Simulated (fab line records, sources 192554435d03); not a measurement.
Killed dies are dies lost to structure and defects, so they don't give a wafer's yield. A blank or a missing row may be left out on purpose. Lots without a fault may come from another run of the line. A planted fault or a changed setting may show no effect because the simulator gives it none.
A struck lot beside a sound one | flow n5_finfet | 21 steps out of a route of 1938
Sound: wafers L103.2, L103.4, L103.5. Struck: wafers L101.1, L101.5, L101.6. The cause comes at the end.
At each step with rows: each side's tool, then ch and its chambers, then its first start. Under that, the readings that differ: sound wafers | struck wafers | difference of the means | sigmas: that difference in standard deviations of wafers without a fault.
alike: readings whose means differ by less than 2 such deviations, and words and numbers that are the same on both sides. not compared: withheld readings, readings that some wafer has no value for, bounds like >300 that may hide the same value, and numbers for which the record gives no deviation and whose values overlap.
The two part at a step that has a row with sigmas, a row that says differs or no value, or rows on one side only. Numbers that don't overlap but have no deviation are shown without sigmas and don't part them. A reading that every wafer of one side lacks parts them only if that side has two wafers or more.

first, 9 steps without rows for these wafers: N5_PASSIVATION_HARDBAKE_31 (time 120 s); N5_PASSIVATION_DESCUM_32 (chemistry O2, time 7.9 s); N5_PASSIVATION_AL_ETCH_33 (etches Al in Cl2/BCl3, stops on TaN, target depth 2800 nm, time 466.7 s); N5_PASSIVATION_ETCH_59 (etches TaN in Cl2/BCl3, target depth 65 nm, time 34.9 s); N5_PASSIVATION_STRIP_34 (strips in O2); N5_PASSIVATION_STRIP_51 (strips in post etch residue remover, time 1200 s); N5_PASSIVATION_CLEAN_69 (cleans in IPA, time 180 s); N5_PASSIVATION_SRD_70 (time 30 s); N5_PASSIVATION_PECVD_53 (deposits SiO2 from TEOS/O2, target thk 800 nm, time 169.4 s).
N5_PASSIVATION_PECVD_35: deposits SiNx from SiH4/NH3/N2, target thk 700 nm, time 151.3 s.
  sound on pecvd-03 ch 0, day 19 06:56; struck on pecvd-02 ch 0,1, day 18 01:33
  alike: heater_power_w, rf_fwd_power_W, showerhead_plenum_p_Torr, throttle_valve_pct
then, 8 steps without rows for these wafers: N5_PASSIVATION_HMDS_37 (time 60 s); N5_PASSIVATION_COAT_38; N5_PASSIVATION_EBR_40; N5_PASSIVATION_SOFTBAKE_39 (time 120 s); N5_PASSIVATION_EXPOSE_41 (exposes mask PASS OPEN, defocus 0 nm, target cd 40000 nm); N5_PASSIVATION_PEB_42; N5_PASSIVATION_DEVELOP_43 (develop time 60 s); N5_PASSIVATION_HARDBAKE_45 (time 120 s).
N5_PASSIVATION_INSPECT_67: inspects for defects (macro).
  sound on defect_inspect-01, day 19 07:29; struck on defect_inspect-01, day 18 02:02
  reading          | sound | struck         | difference | sigmas
  raw_defect_count | 3 0 2 | >300 >300 >300 | differs    |
then, 1 step without rows for these wafers: N5_PASSIVATION_DESCUM_46 (chemistry O2, time 7.9 s).
N5_PASSIVATION_PROBE_49:
  the record has rows for the struck wafers here (prober-02, day 18 05:07) and none for the sound ones

WHERE THEY PART
First at N5_PASSIVATION_INSPECT_67; last, within this record, at N5_PASSIVATION_PROBE_49.

WHY: what the simulator had put in
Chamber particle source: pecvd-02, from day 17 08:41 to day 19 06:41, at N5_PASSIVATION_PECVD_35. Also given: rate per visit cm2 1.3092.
